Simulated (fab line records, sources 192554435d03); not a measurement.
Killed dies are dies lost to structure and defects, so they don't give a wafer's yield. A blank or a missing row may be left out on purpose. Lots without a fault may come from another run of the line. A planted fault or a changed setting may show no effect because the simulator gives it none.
fab line records | flow n5_finfet
record lots=6 wafers=18 last_day=17
route steps=1938 shown BEOL_M12@1611
lots that met no fault: from a run of the same line without faults
start_h: hours from the record's first day to the start of the lot's first wafer shown | wait_h: hours since the lot's step before | " the same as in the row above | L1.1+2: a row that stands for several wafers | - no value, or no start given | * or withheld: withheld | < > ~ a bound
route shown NAME@n: a module of which the file shows steps, and the number in the route of the first | usual: mean/standard deviation of fault-free wafers | same: alike in all rows | chamber/n: place in a boat | sites: the reading at each site | _std_site: their standard deviation | _edge_site: outer sites' mean less inner sites' | radius_mm: how far each site lies from the wafer's centre | mask NAME#n: copy n | behind: the tool/chamber that last shaped the wafer | hold: why the lot was held/for how many hours/how that ended | device: the transistor (n, p or np) that didn't switch | end of line: the same wafers' tests at the end of the route | a step without rows: its recipe alone | killed: dies lost to structure and defects at the first sort, not the wafer's yield | map: a wafer's dies, x killed, . not, _ none there
set.NAME: the setting as run; set.NAME@STEP: as run at that earlier step | model.NAME: the simulator's own value behind a step, which no gauge read
lots at some steps of the route; a table a step, a row a wafer
services: from which hour (start_h, from the record's first day; less than 0 if before it) a tool's chamber was out of use, for how many hours, and why
## steps
# step N5_BEOL_M12_HARDBAKE_14
# recipe temp_c=130 time_s=120
# step N5_BEOL_M12_CD_MEAS_10
# recipe target_cd_nm=140 landing_energy_ev=500 detector=se_inlens polarity=opening
# usual cd_nm=139.9/1.9
# columns lot.wafer tool chamber start_h wait_h cd_nm
L331.3 cd_sem-01 0 240.78 - 138.2
L331.4 " 0 " " 139.5
L331.6 " 0 " " 141.8
L333.1 cd_sem-03 0 257.90 - 140.6
L333.4 " 0 " " 139.5
L333.5 " 0 " " 136.1
L334.2 cd_sem-02 0 267.29 - 141.4
L334.3 " 0 " " 138.1
L334.6 " 0 " " 142.7
L344.3 cd_sem-01 0 332.60 - 138.1
L344.4 " 0 " " 137.0
L344.5 " 0 " " 139.4
L350.2 cd_sem-03 0 358.95 - 140.2
L350.4 " 0 " " 140.7
L350.5 " 0 " " 136.2
L351.1 cd_sem-03 0 372.02 - 142.2
L351.3 " 0 " " 139.7
L351.4 " 0 " " 142.5
# step N5_BEOL_M12_OVL_MEAS_11
# recipe points_per_wafer=44
# usual V11_OVL=-1/5.1
# columns lot.wafer tool chamber start_h wait_h V11_OVL[nm]
L331.3 overlay-01 0 240.81 0.0 -13
L331.4 " 0 " " -8
L331.6 " 0 " " -6
L333.1 overlay-02 0 257.93 0.0 -5
L333.4 " 0 " " 4
L333.5 " 0 " " -2
L334.2 overlay-01 0 267.31 0.0 2
L334.3 " 0 " " 1
L334.6 " 0 " " 0
L344.3 overlay-01 0 332.63 0.0 -3
L344.4 " 0 " " 7
L344.5 " 0 " " 1
L350.2 overlay-02 0 358.98 0.0 -6
L350.4 " 0 " " -7
L350.5 " 0 " " 3
L351.1 overlay-02 0 372.05 0.0 -4
L351.3 " 0 " " 0
L351.4 " 0 " " -2
# step N5_BEOL_M12_INSPECT_12
# recipe mode=adi inspect_instrument=macro
# usual raw_defect_count=1.8/1.4
# columns lot.wafer tool chamber start_h wait_h raw_defect_count
L331.3 defect_inspect-02 - 240.84 0.0 1
L331.4 " - " " 2
L331.6 " - " " 0
L333.1 defect_inspect-02 - 257.95 0.0 0
L333.4 " - " " 3
L333.5 " - " " 2
L334.2 defect_inspect-01 - 267.34 0.0 1
L334.3 " - " " 2
L334.6 " - " " 5
L344.3 defect_inspect-01 - 332.66 0.0 1
L344.4 " - " " 2
L344.5 " - " " 1
L350.2 defect_inspect-02 - 359.00 0.0 2
L350.4 " - " " 1
L350.5 " - " " 1
L351.1 defect_inspect-01 - 372.07 0.0 1
L351.3 " - " " 0
L351.4 " - " " 3
# step N5_BEOL_M12_DESCUM_15
# recipe chemistry=O2 time_s=7.9 source_power_w=50 bias_power_w=20 pressure_mtorr=20 rf_frequency_hz=2.712e+07 temp_c=40 o2_flow_sccm=225
# usual drypump_motor_current_A=5.7/0.33 oes_product_au=0.78/0.1 rf_vpp_V=243.2/1.4 showerhead_plenum_p_Torr=2.09/0.082 throttle_valve_pct=20.42/0.28
# columns lot.wafer tool chamber start_h wait_h drypump_motor_current_A oes_product_au rf_hours_counter_h rf_vpp_V showerhead_plenum_p_Torr throttle_valve_pct
L331.3 rie_diel-02 3 240.87 0.0 5.6 0.71 231 241.5 2.06 20.94
L331.4 " 0 " " 5.6 0.67 238 244.2 2.08 20.46
L331.6 " 1 " " 5.9 0.70 - 243.2 2.15 20.68
L333.1 rie_diel-02 1 257.98 0.0 5.9 0.71 238 244.5 2.15 20.70
L333.4 " 1 " " 5.9 0.70 - 242.9 2.15 20.67
L333.5 " 3 " " 5.5 0.70 - 243.9 2.06 20.93
L334.2 rie_diel-06 3 267.37 0.0 5.2 0.72 197 242.5 1.99 20.23
L334.3 " 0 " " 5.8 0.71 207 244.7 2.16 20.58
L334.6 " 0 " " 5.8 0.71 - 244.6 2.16 20.59
L344.3 rie_diel-03 1 332.90 0.2 5.3 0.66 248 244.1 2.14 20.51
L344.4 " 0 " " 5.6 0.73 206 241.8 1.97 20.45
L344.5 " 3 " " 5.9 0.80 - 245.5 2.22 20.53
L350.2 rie_diel-03 0 359.04 0.0 5.6 0.72 216 240.1 1.97 20.46
L350.4 " 2 " " 6.1 0.88 24 242.9 2.04 20.01
L350.5 " 2 " " 6.1 0.88 - 244.1 2.05 20.02
L351.1 rie_diel-06 3 372.76 0.7 5.3 0.70 242 240.9 1.98 20.31
L351.3 " 2 " " 6.3 0.84 63 244.8 2.20 20.22
L351.4 " 3 " " 5.2 0.69 - 240.8 1.98 20.30
# step N5_BEOL_M12_ETCH_59
# recipe chemistry=N2/H2 target=BARC target_depth_a=890 overetch_a=267 time_s=67.9 ion_energy_ev=200 pressure_mtorr=30 source_w=840 bias_w=150 n2_flow_sccm=200 h2_flow_sccm=200
# usual bias_w=150.0/0.42 drypump_motor_current_A=5.7/0.34 oes_product_au=0.67/0.084 rf_vpp_V=524.0/2.8 showerhead_plenum_p_Torr=2.55/0.097 throttle_valve_pct=17.93/0.28
# columns lot.wafer tool chamber start_h wait_h bias_w drypump_motor_current_A oes_product_au rf_hours_counter_h rf_vpp_V showerhead_plenum_p_Torr throttle_valve_pct
L331.3 rie_diel-02 3 240.90 0.0 149.9 5.6 0.61 231 523.0 2.50 18.36
L331.4 " 0 " " 149.4 5.6 0.59 238 522.9 2.50 17.77
L331.6 " 1 " " 150.3 5.9 0.61 - 526.8 2.61 18.25
L333.1 rie_diel-02 1 258.04 0.0 149.6 5.9 0.60 238 526.0 2.61 18.23
L333.4 " 1 " " 149.7 5.9 0.60 - 524.9 2.61 18.26
L333.5 " 3 " " 150.5 5.6 0.61 - 522.5 2.50 18.35
L334.2 rie_diel-06 3 267.41 0.0 149.4 5.2 0.61 197 521.6 2.42 17.71
L334.3 " 0 " " 150.4 5.8 0.62 207 526.3 2.64 18.10
L334.6 " 0 " " 150.1 5.8 0.60 - 526.1 2.64 18.09
L344.3 rie_diel-03 1 332.93 0.0 149.6 5.3 0.57 248 526.5 2.61 18.03
L344.4 " 0 " " 150.5 5.5 0.62 206 520.9 2.43 18.23
L344.5 " 3 " " 149.6 5.9 0.68 - 527.7 2.67 17.91
L350.2 rie_diel-03 0 359.07 0.0 150.3 5.6 0.61 216 520.3 2.43 18.25
L350.4 " 2 " " 149.9 6.2 0.75 24 522.3 2.49 17.58
L350.5 " 2 " " 150.2 6.1 0.76 - 520.3 2.49 17.58
L351.1 rie_diel-06 3 372.79 0.0 148.8 5.2 0.58 242 520.0 2.40 17.79
L351.3 " 2 " " 149.8 6.3 0.72 63 528.1 2.69 17.71
L351.4 " 3 " " 149.5 5.2 0.58 - 520.4 2.40 17.79
# step N5_BEOL_M12_VIA_ETCH_16
# recipe chemistry=C4F8/O2/Ar target=SiOC pressure_mtorr=30 source_w=3000 bias_w=700 Ar_flow_sccm=400 C4F8_flow_sccm=15 O2_flow_sccm=8 he_inner_torr=15 he_outer_torr=30 target_depth_a=7248 time_s=withheld ion_energy_ev=250 ends=cleared
# usual bias_w=700.3/1.9 drypump_motor_current_A=5.7/0.34 oes_product_au=0.71/0.092 rf_vpp_V=666/3.5 showerhead_plenum_p_Torr=3.42/0.12 throttle_valve_pct=24.16/0.25
# columns lot.wafer tool chamber start_h wait_h bias_w drypump_motor_current_A oes_product_au rf_vpp_V showerhead_plenum_p_Torr throttle_valve_pct
L331.3 rie_diel-02 3 240.96 0.0 701.6 5.6 0.65 665 3.37 24.68
L331.4 " 0 " " 702.6 5.6 0.61 665 3.37 24.08
L331.6 " 1 " " 700.9 5.9 0.64 667 3.49 24.35
L333.1 rie_diel-02 1 258.11 0.1 698.2 5.9 0.63 669 3.49 24.36
L333.4 " 1 " " 700.8 5.9 0.63 668 3.49 24.35
L333.5 " 3 " " 698.3 5.6 0.64 665 3.37 24.67
L334.2 rie_diel-06 3 267.46 0.0 700.6 5.2 0.65 662 3.25 23.89
L334.3 " 0 " " 698.2 5.8 0.64 668 3.52 24.33
L334.6 " 0 " " 699.4 5.8 0.65 669 3.52 24.33
L344.3 rie_diel-03 1 332.98 0.0 700.3 5.3 0.60 669 3.48 24.17
L344.4 " 0 " " 704.1 5.5 0.66 661 3.25 24.29
L344.5 " 3 " " 700.9 5.9 0.72 670 3.55 24.03
L350.2 rie_diel-03 0 359.12 0.0 699.8 5.6 0.64 662 3.25 24.29
L350.4 " 2 " " 697.3 6.1 0.79 664 3.36 23.84
L350.5 " 2 " " 701.7 6.1 0.79 662 3.36 23.85
L351.1 rie_diel-06 3 372.85 0.0 697.9 5.2 0.62 662 3.22 23.94
L351.3 " 2 " " 698.4 6.3 0.76 672 3.61 24.15
L351.4 " 3 " " 698.3 5.2 0.62 660 3.22 23.93
# step N5_BEOL_M12_STRIP_63
# recipe chemistry=N2/H2 power_w=1000 temp_c=250 h2_frac=0.65 overash_fraction=0.3 pressure_mtorr=1000 n2_flow_sccm=1750 h2_flow_sccm=3250
# usual drypump_motor_current_A=5.8/0.52 heater_power_w=351/9.8 oes_product_au=0.693/0.0047 strip_time_to_endpoint_s=42.3/0.88
# columns lot.wafer tool chamber start_h wait_h drypump_motor_current_A heater_power_w oes_product_au rf_hours_counter_h strip_time_to_endpoint_s
L331.3 plasma_asher-02 0 241.18 - 5.2 361 0.697 - 43.9
L331.4 " 1 " " 5.2 358 0.698 - 44.4
L331.6 " 0 " " 5.2 358 0.685 - 43.5
L333.1 plasma_asher-01 1 258.40 - 6.0 349 0.696 122 42.6
L333.4 " 0 " " 6.5 347 0.692 - 41.1
L333.5 " 0 " " 6.5 334 0.694 - 41.6
L334.2 plasma_asher-02 1 267.66 - 5.2 359 0.701 76 42.9
L334.3 " 0 " " 5.3 361 0.682 - 41.6
L334.6 " 1 " " 5.2 366 0.697 - 40.9
L344.3 plasma_asher-02 1 333.20 - 5.2 360 0.696 - 42.8
L344.4 " 0 " " 5.2 360 0.701 - 41.6
L344.5 " 0 " " 5.2 356 0.698 - 43.0
L350.2 plasma_asher-02 0 359.32 - 5.3 361 0.685 95 42.5
L350.4 " 0 " " 5.2 360 0.695 - 42.0
L350.5 " 1 " " 5.2 362 0.692 - 42.5
L351.1 plasma_asher-02 1 373.05 - 5.2 366 0.687 98 42.0
L351.3 " 0 " " 5.2 351 0.688 - 42.2
L351.4 " 1 " " 5.2 352 0.693 - 41.7
# step N5_BEOL_M12_STRIP_64
# recipe chemistry=N2/H2 power_w=1000 temp_c=250 h2_frac=0.65 overash_fraction=0.3 pressure_mtorr=withheld n2_flow_sccm=1750 h2_flow_sccm=3250
# usual drypump_motor_current_A=5.8/0.52 heater_power_w=351/9.9 oes_product_au=0.715/0.0045 strip_time_to_endpoint_s=31.31/0.086
# columns lot.wafer tool chamber start_h wait_h drypump_motor_current_A heater_power_w oes_product_au rf_hours_counter_h strip_time_to_endpoint_s
L331.3 plasma_asher-02 0 241.24 0.0 5.3 354 0.720 - 31.43
L331.4 " 1 " " 5.2 359 0.715 - 31.42
L331.6 " 0 " " 5.3 360 0.714 - 31.31
L333.1 plasma_asher-01 1 258.46 0.0 6.0 351 0.712 122 31.32
L333.4 " 0 " " 6.5 348 0.715 - 31.38
L333.5 " 0 " " 6.4 337 0.716 - 31.29
L334.2 plasma_asher-02 1 267.72 0.0 5.2 356 0.714 76 31.25
L334.3 " 0 " " 5.2 363 0.718 - 31.27
L334.6 " 1 " " 5.2 363 0.713 - 31.25
L344.3 plasma_asher-02 1 333.26 0.0 5.2 350 0.705 - 31.40
L344.4 " 0 " " 5.2 357 0.714 - 31.34
L344.5 " 0 " " 5.2 350 0.711 - 31.37
L350.2 plasma_asher-02 0 359.38 0.0 5.2 363 0.713 95 31.11
L350.4 " 0 " " 5.2 352 0.707 - 31.20
L350.5 " 1 " " 5.2 366 0.713 - 31.24
L351.1 plasma_asher-02 1 373.11 0.0 5.2 354 0.717 98 31.44
L351.3 " 0 " " 5.3 356 0.714 - 31.42
L351.4 " 1 " " 5.2 364 0.719 - 31.40
# step N5_BEOL_M12_STRIP_71
# recipe chemistry=post_etch_residue_remover time_s=60 temp_c=25 remover_ph=withheld remover_water_wt_pct=withheld remover_fluoride_wt_pct=withheld
# step N5_BEOL_M12_SRD_72
# recipe time_s=30 temp_c=23 rinse_liquid=diw dry=n2_spin spin_rpm=1500 dry_time_s=30
# step N5_BEOL_M12_CD_MEAS_17
# recipe target_cd_nm=140 polarity=opening
# usual cd_nm=140.0/2
# columns lot.wafer tool chamber start_h wait_h cd_nm
L331.3 cd_sem-03 - 241.37 0.0 138.2
L331.4 " - " " 140.0
L331.6 " - " " 142.2
L333.1 cd_sem-02 - 258.61 0.0 141.4
L333.4 " - " " 139.7
L333.5 " - " " 135.2
L334.2 cd_sem-01 - 267.87 0.0 139.7
L334.3 " - " " 137.5
L334.6 " - " " 142.7
L344.3 cd_sem-03 - 333.39 0.0 137.9
L344.4 " - " " 137.5
L344.5 " - " " 138.5
L350.2 cd_sem-03 - 359.54 0.0 140.1
L350.4 " - " " 140.1
L350.5 " - " " 136.4
L351.1 cd_sem-03 - 373.25 0.0 141.3
L351.3 " - " " 140.2
L351.4 " - " " 140.1
# step N5_BEOL_M12_COAT_65
# recipe resist=SOC temp_c=250 time_s=60 spin_rpm=1500 resist_thk_nm=300
# usual resist_line_temp_C=22.99/0.11 spin_speed_rpm=1500.1/0.73
# columns lot.wafer tool chamber start_h wait_h resist_line_temp_C spin_speed_rpm model.SOC_of_BEOL_M12_COAT_65.thk_nm
L331.3 litho_track-04 0 241.40 0.0 23.08 1500.5 299.2
L331.4 " 0 " " 22.88 1500.0 300
L331.6 " 0 " " 23.08 1499.8 299.4
L333.1 litho_track-04 0 258.65 0.0 22.94 1458.8 303.2
L333.4 " 0 " " 23.26 1458.6 304.4
L333.5 " 0 " " 23.11 1457.9 304.6
L334.2 litho_track-04 0 267.91 0.0 23.09 1458.2 301.8
L334.3 " 0 " " 23.08 1458.1 302.4
L334.6 " 0 " " 23.13 1457.6 302.8
L344.3 litho_track-03 0 333.43 0.0 22.98 1499.9 300.4
L344.4 " 0 " " 22.98 1501.9 300
L344.5 " 0 " " 23.10 1501.3 300
L350.2 litho_track-03 0 359.57 0.0 23.08 1500.8 302
L350.4 " 0 " " 22.90 1500.0 301
L350.5 " 0 " " 23.03 1500.4 303.2
L351.1 litho_track-03 0 373.29 0.0 23.14 1501.1 300.4
L351.3 " 0 " " 23.11 1501.0 299.8
L351.4 " 0 " " 23.00 1500.6 299.2
# step N5_BEOL_M12_COAT_66
# recipe resist=SiARC temp_c=220 time_s=60 spin_rpm=1500 resist_thk_nm=110
## services
# columns tool chamber start_h hours kind
plasma_asher-01 - 222.73 15.6 pm
rie_diel-03 3 225.89 3.9 repair
rie_diel-02 2 241.87 - clean
rie_diel-02 2 241.87 - consumable_replace:focus_ring
rie_diel-02 2 241.87 24.2 scheduled_down
rie_diel-02 2 241.87 24.2 vent_cycle
rie_diel-03 2 256.56 - clean
rie_diel-03 2 256.56 - consumable_replace:focus_ring
rie_diel-03 2 256.56 32.4 scheduled_down
rie_diel-03 2 256.56 32.4 vent_cycle
rie_diel-06 2 279.68 6.7 repair
rie_diel-02 0 290.62 - clean
rie_diel-02 0 290.62 - consumable_replace:focus_ring
rie_diel-02 0 290.62 26.0 scheduled_down
rie_diel-02 0 290.62 26.0 vent_cycle
rie_diel-06 1 303.13 - clean
rie_diel-06 1 303.13 - consumable_replace:focus_ring
rie_diel-06 1 303.13 17.1 scheduled_down
rie_diel-06 1 303.13 17.1 vent_cycle
plasma_asher-02 - 304.25 0.7 repair
rie_diel-02 1 316.83 - clean
plasma_asher-01 - 353.44 7.5 repair
rie_diel-03 - 355.55 2.2 repair
plasma_asher-01 - 365.65 1.0 repair
## key
first_sign step=N5_BEOL_M12_COAT_65 reading=spin_speed_rpm direction=down sigmas=57 usual=* struck=*
effect none on later readings
model_effect step=N5_BEOL_M12_COAT_65 value=SOC_of_BEOL_M12_COAT_65.thk_nm without=299 struck=303.2
met_at N5_BEOL_M12_COAT_65
struck_wafers L333.1,L333.4,L333.5,L334.2,L334.3,L334.6
onset_between 241.40 258.65
fault kind=process_parameter_drift tool=litho_track-04 chamber=- onset_h=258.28 steps=N5_BEOL_M12_COAT_65 channel=spin_rpm offset=* shape=step end_h=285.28 acts_in=* stated=*
